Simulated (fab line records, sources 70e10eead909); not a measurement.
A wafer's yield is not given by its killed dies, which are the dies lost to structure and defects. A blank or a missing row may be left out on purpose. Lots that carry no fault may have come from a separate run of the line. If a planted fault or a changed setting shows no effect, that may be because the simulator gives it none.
fab line records | flow nand_harc | part 1 of 2: steps 1 to 32 of 43
[record] lots = 5 wafers = 15 last_day = 32
route steps=1302 shown P_GATE@163
lots with no fault: from the same line, run without faults
start_h: start of the lot's first displayed wafer, in hours after the record's first day | wait_h: hours elapsed since this lot's preceding step | " same as the row above | L1.1+2: a row that stands for several wafers | - value missing, or start not given | * or withheld: withheld | < > ~ a bound
route shown NAME@n: NAME is a module with steps in the file, n the number in the route of the first one | usual: mean/standard deviation of fault-free wafers | same: alike in all rows | chamber/n: place in a boat | sites: readings site by site | _std_site: their standard deviation | _edge_site: mean of outer sites minus mean of inner sites | radius_mm: how far each site lies from the wafer's centre | mask NAME#n: copy n | behind: the most recent tool/chamber to have shaped the wafer | hold: what put the lot on hold/how long, in hours/how the hold closed | device: which transistor (n, p or np) failed to switch | end of line: the tests these same wafers got at the end of their route | a step without rows: its recipe alone | killed: dies that structure and defects cost at the first sort, which is not the same as the wafer's yield | map: dies across one wafer; x = killed, . = not, _ = none there
set.NAME: the run value of the setting; set.NAME@STEP: its run value at that earlier step | model.NAME: the simulator's own value behind a step, which no gauge read
lots seen at some steps along the route; tables by step, rows by wafer
services: a tool's chamber out of use, with start hour (start_h, from the record's first day; less than 0 if before it), hours out, and reason
[[steps]]
[step NHARC_P_GATE_HMDS_39]
[recipe] time_s = 30
// columns lot.wafer tool chamber start_h wait_h
L079.1+5+6 litho_track-02 0 - -
L080.1+2+4 litho_track-02 0 - -
L085.2+4+5 litho_track-02 0 - -
L089.2+3+6 litho_track-03 0 - -
L094.2+3+5 litho_track-07 0 - -
[step NHARC_P_GATE_COAT_40]
[recipe] spin_rpm = 3000
// columns lot.wafer tool chamber start_h wait_h
L079.1+5+6 litho_track-02 0 - -
L080.1+2+4 litho_track-02 0 - -
L085.2+4+5 litho_track-02 0 - -
L089.2+3+6 litho_track-03 0 - -
L094.2+3+5 litho_track-07 0 - -
[step NHARC_P_GATE_SOFTBAKE_41]
[recipe] temp_c = 122 time_s = 95
[usual] heater_power_total_W = 160.1/0.46
// columns lot.wafer tool chamber start_h wait_h heater_power_total_W
L079.1 litho_track-02 0 - - 159.2
L079.5 " 0 " " 159.4
L079.6 " 0 " " 160.5
L080.1 litho_track-02 0 - - 160.5
L080.2 " 0 " " 159.8
L080.4 " 0 " " 159.2
L085.2 litho_track-02 0 - - 160.4
L085.4 " 0 " " 160.0
L085.5 " 0 " " 159.3
L089.2 litho_track-03 0 - - 159.8
L089.3 " 0 " " 159.4
L089.6 " 0 " " 160.1
L094.2 litho_track-07 0 - - 160.6
L094.3 " 0 " " 160.6
L094.5 " 0 " " 160.5
[step NHARC_P_GATE_EBR_42]
// columns lot.wafer tool chamber start_h wait_h
L079.1+5+6 litho_track-02 0 - -
L080.1+2+4 litho_track-02 0 - -
L085.2+4+5 litho_track-02 0 - -
L089.2+3+6 litho_track-03 0 - -
L094.2+3+5 litho_track-07 0 - -
[step NHARC_P_GATE_EXPOSE_43]
[recipe] na = 0.6 target_cd_nm = 720 dose_mj = 14.81 mask_id = P_NSD
// columns lot.wafer tool chamber start_h wait_h mask
L079.1+5+6 krf_scanner-03 0 163.07 - P_NSD#0
L080.1+2+4 krf_scanner-04 0 174.34 - P_NSD#0
L085.2+4+5 krf_scanner-02 0 224.14 - P_NSD#0
L089.2+3+6 krf_scanner-04 0 261.61 - P_NSD#0
L094.2+3+5 krf_scanner-04 0 311.24 - P_NSD#0
[step NHARC_P_GATE_PEB_44]
[recipe] peb_temp_c = 118 peb_time_s = 85
[usual] heater_power_total_W = 163.96/0.26
// columns lot.wafer tool chamber start_h wait_h heater_power_total_W
L079.1 litho_track-03 0 163.14 0.1 164.09
L079.5 " 0 " " 163.81
L079.6 " 0 " " 163.76
L080.1 litho_track-03 0 174.41 0.1 163.60
L080.2 " 0 " " 163.64
L080.4 " 0 " " 163.69
L085.2 litho_track-07 0 224.20 0.1 164.24
L085.4 " 0 " " 163.94
L085.5 " 0 " " 163.69
L089.2 litho_track-07 0 261.67 0.1 163.55
L089.3 " 0 " " 163.73
L089.6 " 0 " " 163.71
L094.2 litho_track-07 0 311.31 0.1 164.18
L094.3 " 0 " " 163.62
L094.5 " 0 " " 163.68
[step NHARC_P_GATE_DEVELOP_45]
[recipe] time_s = 70
// columns lot.wafer tool chamber start_h wait_h
L079.1+5+6 litho_track-03 0 - -
L080.1+2+4 litho_track-03 0 - -
L085.2+4+5 litho_track-07 0 - -
L089.2+3+6 litho_track-07 0 - -
L094.2+3+5 litho_track-07 0 - -
[step NHARC_P_GATE_CD_MEAS_46]
[recipe] target_cd_nm = 720 landing_energy_ev = 500
[usual] cd_nm = 719.4/1.7
// columns lot.wafer tool chamber start_h wait_h cd_nm
L079.1 cd_sem-02 0 163.23 - 717.1
L079.5 " 0 " " 720.3
L079.6 " 0 " " 718.2
L080.1 cd_sem-01 0 174.50 - 718.9
L080.2 " 0 " " 716.0
L080.4 " 0 " " 717.2
L085.2 cd_sem-03 0 224.29 - 723.3
L085.4 " 0 " " 722.7
L085.5 " 0 " " 720.3
L089.2 cd_sem-03 0 261.76 - 719.4
L089.3 " 0 " " 720.2
L089.6 " 0 " " 721.1
L094.2 cd_sem-02 0 311.40 - 721.5
L094.3 " 0 " " 719.4
L094.5 " 0 " " 719.3
[step NHARC_P_GATE_HARDBAKE_47]
[recipe] temp_c = 125 time_s = 80
[usual] heater_power_total_W = 184.0/0.74
// columns lot.wafer tool chamber start_h wait_h heater_power_total_W
L079.1 litho_track-07 0 163.31 - 183.9
L079.5 " 0 " " 184.2
L079.6 " 0 " " 184.7
L080.1 litho_track-03 0 174.58 - 184.6
L080.2 " 0 " " 185.0
L080.4 " 0 " " 183.0
L085.2 litho_track-07 0 224.37 - 182.8
L085.4 " 0 " " 184.5
L085.5 " 0 " " 183.7
L089.2 litho_track-03 0 261.84 - 182.9
L089.3 " 0 " " 184.4
L089.6 " 0 " " 184.8
L094.2 litho_track-03 0 311.48 - 184.4
L094.3 " 0 " " 182.9
L094.5 " 0 " " 184.8
[step NHARC_P_GATE_DESCUM_48]
[recipe] time_s = 3 o2_flow_sccm = 200 ar_flow_sccm = 0 bias_power_w = 0 chemistry = O2
[usual] drypump_motor_current_A = 5.4/0.43 oes_product_au = 1.001/0.011 rf_vpp_V = 57.8/0.93 showerhead_plenum_p_Torr = 1.92/0.095 throttle_valve_pct = 11.311/0.0094
// columns lot.wafer tool chamber start_h wait_h drypump_motor_current_A oes_product_au rf_hours_counter_h rf_vpp_V showerhead_plenum_p_Torr throttle_valve_pct
L079.1 rie_diel-02 3 163.42 - 5.9 0.998 6.3 57.5 1.80 11.317
L079.6 " 1 " " 5.5 0.995 - 57.7 1.83 11.321
L079.5 " 2 " " 6.1 0.963 - 57.1 1.96 11.297
L080.4 rie_diel-02 1 174.66 - 5.5 0.997 8.0 56.2 1.83 11.313
L080.2 " 2 " " 6.2 0.980 7.0 57.8 1.96 11.313
L080.1 " 3 " " 5.8 1.014 6.9 57.5 1.80 11.316
L085.2 rie_diel-07 0 224.47 - 4.9 0.995 7.1 58.6 1.93 11.320
L085.4 " 1 " " 5.2 1.006 6.5 59.1 2.06 11.293
L085.5 " 2 " " 4.9 1.007 - 56.4 1.84 11.307
L089.2 rie_diel-07 3 261.92 - 5.7 0.990 8.7 57.0 2.02 11.324
L089.3 " 1 " " 5.2 1.001 8.5 58.2 2.06 11.292
L089.6 " 0 " " 4.9 0.997 - 58.1 1.93 11.312
L094.3 rie_diel-02 1 311.57 - 5.5 1.005 5.8 57.4 1.83 11.314
L094.2 " 2 " " 6.2 0.981 4.8 57.7 1.96 11.325
L094.5 " 0 " " 5.2 0.992 - 58.7 1.79 11.302
[step NHARC_P_GATE_IMPLANT_49]
[recipe] energy_kev = 30 dose_cm2 = 3e+15 tilt_deg = 7
// columns lot.wafer tool chamber start_h wait_h
L079.1+5+6 implanter-01 0 163.54 0.1
L080.1+2+4 implanter-01 0 174.81 0.1
L085.2+4+5 implanter-01 0 224.63 0.1
L089.2+3+6 implanter-02 0 262.09 0.2
L094.2+3+5 implanter-01 0 311.73 0.1
[step NHARC_P_GATE_STRIP_111]
[recipe] power_w = 1500 temp_c = 110 time_s = 250 chemistry = N2/H2
[usual] drypump_motor_current_A = 6.1/0.59 heater_power_w = 94/7.5
// columns lot.wafer tool chamber start_h wait_h drypump_motor_current_A heater_power_w rf_hours_counter_h
L079.1 plasma_asher-01 1 163.81 0.2 6.4 105 33
L079.5 " 0 " " 6.7 99 -
L079.6 " 1 " " 6.4 103 -
L080.1 plasma_asher-02 1 175.03 0.2 6.3 85 19
L080.2 " 0 " " 5.1 91 19
L080.4 " 0 " " 5.1 94 -
L085.2 plasma_asher-02 1 224.87 0.2 6.3 83 28
L085.4 " 0 " " 5.1 92 -
L085.5 " 0 " " 5.1 89 -
L089.2 plasma_asher-01 1 262.29 0.2 6.4 104 23
L089.3 " 0 " " 6.7 97 -
L089.6 " 0 " " 6.7 96 -
L094.2 plasma_asher-02 0 311.98 0.2 5.1 91 10
L094.3 " 1 " " 6.3 83 -
L094.5 " 1 " " 6.3 85 -
[step NHARC_P_GATE_STRIP_75]
[recipe] power_w = 1500 temp_c = 250 chemistry = O2
[usual] drypump_motor_current_A = 6.1/0.58 heater_power_w = 354/30
// columns lot.wafer tool chamber start_h wait_h drypump_motor_current_A heater_power_w rf_hours_counter_h
L079.1 plasma_asher-01 1 164.08 0.2 6.5 386 34
L079.5 " 0 " " 6.6 375 -
L079.6 " 1 " " 6.4 393 -
L080.1 plasma_asher-02 1 175.32 0.2 6.3 304 19
L080.2 " 0 " " 5.1 338 19
L080.4 " 0 " " 5.2 348 -
L085.2 plasma_asher-02 1 225.13 0.2 6.3 311 28
L085.4 " 0 " " 5.1 351 -
L085.5 " 0 " " 5.1 340 -
L089.2 plasma_asher-01 1 262.59 0.3 6.5 385 23
L089.3 " 0 " " 6.7 359 -
L089.6 " 0 " " 6.6 354 -
L094.2 plasma_asher-02 0 312.24 0.2 5.1 360 11
L094.3 " 1 " " 6.3 306 -
L094.5 " 1 " " 6.3 319 -
[step NHARC_P_GATE_STRIP_50]
[recipe] time_s = 900 temp_c = 130 chemistry = SPM
// columns lot.wafer tool chamber start_h wait_h
L079.6+5+1 wet_bench-09 4,6,7 164.23 0.1
L080.4+2+1 wet_bench-07 4,6,0 175.47 0.1
L085.5+4+2 wet_bench-09 0,2,3 225.27 0.1
L089.3+6+2 wet_bench-01 0,1,4 262.73 0.1
L094.5+3+2 wet_bench-07 6,0,1 312.38 0.1
[step NHARC_P_GATE_DEHYDRATE_51]
[recipe] temp_c = 150 time_s = 120
[usual] heater_power_total_W = 182.6/1.2
// columns lot.wafer tool chamber start_h wait_h heater_power_total_W
L079.1 litho_track-07 0 164.56 - 184.2
L079.5 " 0 " " 183.3
L079.6 " 0 " " 183.7
L080.1 litho_track-02 0 175.82 - 183.2
L080.2 " 0 " " 182.8
L080.4 " 0 " " 182.3
L085.2 litho_track-03 0 225.62 - 184.5
L085.4 " 0 " " 182.8
L085.5 " 0 " " 183.7
L089.2 litho_track-07 0 263.08 - 181.3
L089.3 " 0 " " 181.2
L089.6 " 0 " " 184.0
L094.2 litho_track-03 0 312.74 - 181.9
L094.3 " 0 " " 184.3
L094.5 " 0 " " 181.7
[step NHARC_P_GATE_HMDS_52]
[recipe] time_s = 30
// columns lot.wafer tool chamber start_h wait_h
L079.1+5+6 litho_track-07 0 - -
L080.1+2+4 litho_track-02 0 - -
L085.2+4+5 litho_track-03 0 - -
L089.2+3+6 litho_track-07 0 - -
L094.2+3+5 litho_track-03 0 - -
[step NHARC_P_GATE_COAT_53]
[recipe] spin_rpm = 3000
// columns lot.wafer tool chamber start_h wait_h
L079.1+5+6 litho_track-07 0 - -
L080.1+2+4 litho_track-02 0 - -
L085.2+4+5 litho_track-03 0 - -
L089.2+3+6 litho_track-07 0 - -
L094.2+3+5 litho_track-03 0 - -
[step NHARC_P_GATE_SOFTBAKE_54]
[recipe] temp_c = 122 time_s = 95
[usual] heater_power_total_W = 160.0/0.47
// columns lot.wafer tool chamber start_h wait_h heater_power_total_W
L079.1 litho_track-07 0 - - 159.4
L079.5 " 0 " " 159.8
L079.6 " 0 " " 160.6
L080.1 litho_track-02 0 - - 159.8
L080.2 " 0 " " 159.3
L080.4 " 0 " " 160.2
L085.2 litho_track-03 0 - - 160.3
L085.4 " 0 " " 159.8
L085.5 " 0 " " 159.8
L089.2 litho_track-07 0 - - 160.7
L089.3 " 0 " " 159.4
L089.6 " 0 " " 159.2
L094.2 litho_track-03 0 - - 160.0
L094.3 " 0 " " 159.9
L094.5 " 0 " " 160.7
[step NHARC_P_GATE_EBR_55]
// columns lot.wafer tool chamber start_h wait_h
L079.1+5+6 litho_track-07 0 - -
L080.1+2+4 litho_track-02 0 - -
L085.2+4+5 litho_track-03 0 - -
L089.2+3+6 litho_track-07 0 - -
L094.2+3+5 litho_track-03 0 - -
[step NHARC_P_GATE_EXPOSE_56]
[recipe] na = 0.6 target_cd_nm = 720 dose_mj = 14.81 mask_id = P_PSD
// columns lot.wafer tool chamber start_h wait_h mask
L079.1+5+6 krf_scanner-03 0 164.83 - P_PSD#0
L080.1+2+4 krf_scanner-02 0 176.09 - P_PSD#0
L085.2+4+5 krf_scanner-04 0 225.90 - P_PSD#0
L089.2+3+6 krf_scanner-04 0 263.36 - P_PSD#0
L094.2+3+5 krf_scanner-04 0 313.02 - P_PSD#0
[step NHARC_P_GATE_PEB_57]
[recipe] peb_temp_c = 118 peb_time_s = 85
[usual] heater_power_total_W = 163.97/0.27
// columns lot.wafer tool chamber start_h wait_h heater_power_total_W
L079.1 litho_track-02 0 164.90 0.1 164.04
L079.5 " 0 " " 164.09
L079.6 " 0 " " 164.20
L080.1 litho_track-03 0 176.16 0.1 164.24
L080.2 " 0 " " 163.64
L080.4 " 0 " " 164.34
L085.2 litho_track-02 0 225.96 0.1 163.61
L085.4 " 0 " " 164.47
L085.5 " 0 " " 163.95
L089.2 litho_track-02 0 263.42 0.1 163.87
L089.3 " 0 " " 163.71
L089.6 " 0 " " 163.74
L094.2 litho_track-07 0 313.08 0.1 163.98
L094.3 " 0 " " 163.87
L094.5 " 0 " " 164.24
[step NHARC_P_GATE_DEVELOP_58]
[recipe] time_s = 70
// columns lot.wafer tool chamber start_h wait_h
L079.1+5+6 litho_track-02 0 - -
L080.1+2+4 litho_track-03 0 - -
L085.2+4+5 litho_track-02 0 - -
L089.2+3+6 litho_track-02 0 - -
L094.2+3+5 litho_track-07 0 - -
[step NHARC_P_GATE_CD_MEAS_59]
[recipe] target_cd_nm = 720 landing_energy_ev = 500
[usual] cd_nm = 719.8/2.4
// columns lot.wafer tool chamber start_h wait_h cd_nm
L079.1 cd_sem-01 0 164.99 - 722.8
L079.5 " 0 " " 722.4
L079.6 " 0 " " 720.6
L080.1 cd_sem-02 0 176.25 - 717.5
L080.2 " 0 " " 715.6
L080.4 " 0 " " 716.0
L085.2 cd_sem-02 0 226.05 - 722.5
L085.4 " 0 " " 724.4
L085.5 " 0 " " 720.2
L089.2 cd_sem-02 0 263.51 - 719.3
L089.3 " 0 " " 720.2
L089.6 " 0 " " 722.1
L094.2 cd_sem-02 0 313.17 - 720.5
L094.3 " 0 " " 717.7
L094.5 " 0 " " 718.2
[step NHARC_P_GATE_HARDBAKE_60]
[recipe] temp_c = 125 time_s = 80
[usual] heater_power_total_W = 184.0/0.7
// columns lot.wafer tool chamber start_h wait_h heater_power_total_W
L079.1 litho_track-03 0 165.07 - 184.6
L079.5 " 0 " " 183.2
L079.6 " 0 " " 184.1
L080.1 litho_track-02 0 176.33 - 184.8
L080.2 " 0 " " 183.4
L080.4 " 0 " " 184.2
L085.2 litho_track-03 0 226.13 - 184.6
L085.4 " 0 " " 185.0
L085.5 " 0 " " 183.0
L089.2 litho_track-07 0 263.59 - 182.8
L089.3 " 0 " " 182.8
L089.6 " 0 " " 183.4
L094.2 litho_track-03 0 313.25 - 184.3
L094.3 " 0 " " 183.3
L094.5 " 0 " " 183.7
[step NHARC_P_GATE_DESCUM_61]
[recipe] time_s = 3 o2_flow_sccm = 200 ar_flow_sccm = 0 bias_power_w = 0 chemistry = O2
[usual] drypump_motor_current_A = 5.6/0.42 oes_product_au = 1.003/0.012 rf_vpp_V = 57.8/0.84 showerhead_plenum_p_Torr = 1.92/0.097 throttle_valve_pct = 11.312/0.0088
// columns lot.wafer tool chamber start_h wait_h drypump_motor_current_A oes_product_au rf_hours_counter_h rf_vpp_V showerhead_plenum_p_Torr throttle_valve_pct
L079.1 rie_diel-02 0 165.15 - 5.1 1.002 3 58.4 1.80 11.317
L079.5 " 0 " " 5.1 1.008 - 57.7 1.80 11.308
L079.6 " 1 " " 5.5 0.997 - 55.4 1.83 11.325
L080.4 rie_diel-02 1 176.41 - 5.5 0.990 8 56.8 1.83 11.316
L080.2 " 2 " " 6.2 0.981 7 58.8 1.96 11.330
L080.1 " 0 " " 5.1 1.009 4 56.2 1.80 11.304
L085.2 rie_diel-02 2 226.23 - 6.2 0.999 0 58.5 1.96 11.320
L085.4 " 3 " " 5.8 1.014 0 56.1 1.80 11.307
L085.5 " 0 " " 5.1 0.991 - 57.7 1.80 11.301
L089.2 rie_diel-03 3 263.67 - 6.2 0.996 7 57.5 2.05 11.320
L089.3 " 1 " " 5.8 1.004 7 58.7 2.05 11.299
L089.6 " 3 " " 6.2 1.000 - 58.1 2.05 11.319
L094.3 rie_diel-02 0 313.34 - 5.1 0.986 6 58.0 1.79 11.307
L094.2 " 1 " " 5.5 1.003 6 56.5 1.83 11.319
L094.5 " 3 " " 5.8 1.010 - 57.1 1.80 11.315
[step NHARC_P_GATE_IMPLANT_62]
[recipe] energy_kev = 20 dose_cm2 = 3e+15 tilt_deg = 7
// columns lot.wafer tool chamber start_h wait_h
L079.1+5+6 implanter-01 0 165.30 0.1
L080.1+2+4 implanter-02 0 176.56 0.1
L085.2+4+5 implanter-02 0 226.38 0.1
L089.2+3+6 implanter-02 0 263.85 0.2
L094.2+3+5 implanter-01 0 313.50 0.1
[step NHARC_P_GATE_STRIP_112]
[recipe] power_w = 1500 temp_c = 110 time_s = 200 chemistry = N2/H2
[usual] drypump_motor_current_A = 6.1/0.6 heater_power_w = 93/7.7
// columns lot.wafer tool chamber start_h wait_h drypump_motor_current_A heater_power_w rf_hours_counter_h
L079.1 plasma_asher-02 1 165.63 0.3 6.3 83 15
L079.5 " 1 " " 6.3 83 -
L079.6 " 0 " " 5.1 92 -
L080.1 plasma_asher-01 0 176.78 0.2 6.7 95 1
L080.2 " 1 " " 6.4 103 1
L080.4 " 0 " " 6.6 96 -
L085.2 plasma_asher-02 0 226.62 0.2 5.1 95 28
L085.4 " 1 " " 6.3 81 -
L085.5 " 0 " " 5.1 91 -
L089.2 plasma_asher-01 0 264.04 0.2 6.7 94 23
L089.3 " 0 " " 6.7 94 -
L089.6 " 1 " " 6.4 104 -
L094.2 plasma_asher-02 1 313.70 0.2 6.3 84 11
L094.3 " 1 " " 6.3 82 -
L094.5 " 1 " " 6.3 85 -
[step NHARC_P_GATE_STRIP_76]
[recipe] power_w = 1500 temp_c = 250 chemistry = O2
[usual] drypump_motor_current_A = 6.1/0.6 heater_power_w = 349/29
// columns lot.wafer tool chamber start_h wait_h drypump_motor_current_A heater_power_w rf_hours_counter_h
L079.1 plasma_asher-02 1 165.89 0.2 6.3 313 16
L079.5 " 1 " " 6.3 305 -
L079.6 " 0 " " 5.1 343 -
L080.1 plasma_asher-01 0 177.04 0.2 6.6 356 1
L080.2 " 1 " " 6.4 386 1
L080.4 " 0 " " 6.6 358 -
L085.2 plasma_asher-02 0 226.85 0.2 5.1 348 29
L085.4 " 1 " " 6.3 299 -
L085.5 " 0 " " 5.1 343 -
L089.2 plasma_asher-01 0 264.29 0.2 6.6 356 23
L089.3 " 0 " " 6.6 357 -
L089.6 " 1 " " 6.4 384 -
L094.2 plasma_asher-02 1 313.96 0.2 6.3 304 11
L094.3 " 1 " " 6.3 313 -
L094.5 " 1 " " 6.3 310 -
[step NHARC_P_GATE_STRIP_63]
[recipe] time_s = 900 temp_c = 130 chemistry = SPM
// columns lot.wafer tool chamber start_h wait_h
L079.5+6+1 wet_bench-01 4,7,0 166.04 0.1
L080.2+4+1 wet_bench-01 4,5,7 177.20 0.1
L085.5+4+2 wet_bench-09 4,5,6 227.01 0.1
L089.6+3+2 wet_bench-07 2,3,4 264.45 0.1
L094.3+5+2 wet_bench-09 0,3,4 314.11 0.1
[step NHARC_P_GATE_DEHYDRATE_83]
[recipe] temp_c = 150 time_s = 120
[usual] heater_power_total_W = 182.5/1.2
// columns lot.wafer tool chamber start_h wait_h heater_power_total_W
L079.1 litho_track-03 0 166.38 - 183.4
L079.5 " 0 " " 181.8
L079.6 " 0 " " 184.1
L080.1 litho_track-03 0 177.54 - 182.7
L080.2 " 0 " " 180.8
L080.4 " 0 " " 181.9
L085.2 litho_track-07 0 227.33 - 183.4
L085.4 " 0 " " 183.4
L085.5 " 0 " " 182.0
L089.2 litho_track-07 0 264.79 - 183.5
L089.3 " 0 " " 181.1
L089.6 " 0 " " 182.5
L094.2 litho_track-02 0 314.45 - 184.1
L094.3 " 0 " " 183.9
L094.5 " 0 " " 181.5
[step NHARC_P_GATE_HMDS_84]
[recipe] time_s = 30
// columns lot.wafer tool chamber start_h wait_h
L079.1+5+6 litho_track-03 0 - -
L080.1+2+4 litho_track-03 0 - -
L085.2+4+5 litho_track-07 0 - -
L089.2+3+6 litho_track-07 0 - -
L094.2+3+5 litho_track-02 0 - -
[step NHARC_P_GATE_COAT_85]
[recipe] spin_rpm = 3000
// columns lot.wafer tool chamber start_h wait_h
L079.1+5+6 litho_track-03 0 - -
L080.1+2+4 litho_track-03 0 - -
L085.2+4+5 litho_track-07 0 - -
L089.2+3+6 litho_track-07 0 - -
L094.2+3+5 litho_track-02 0 - -
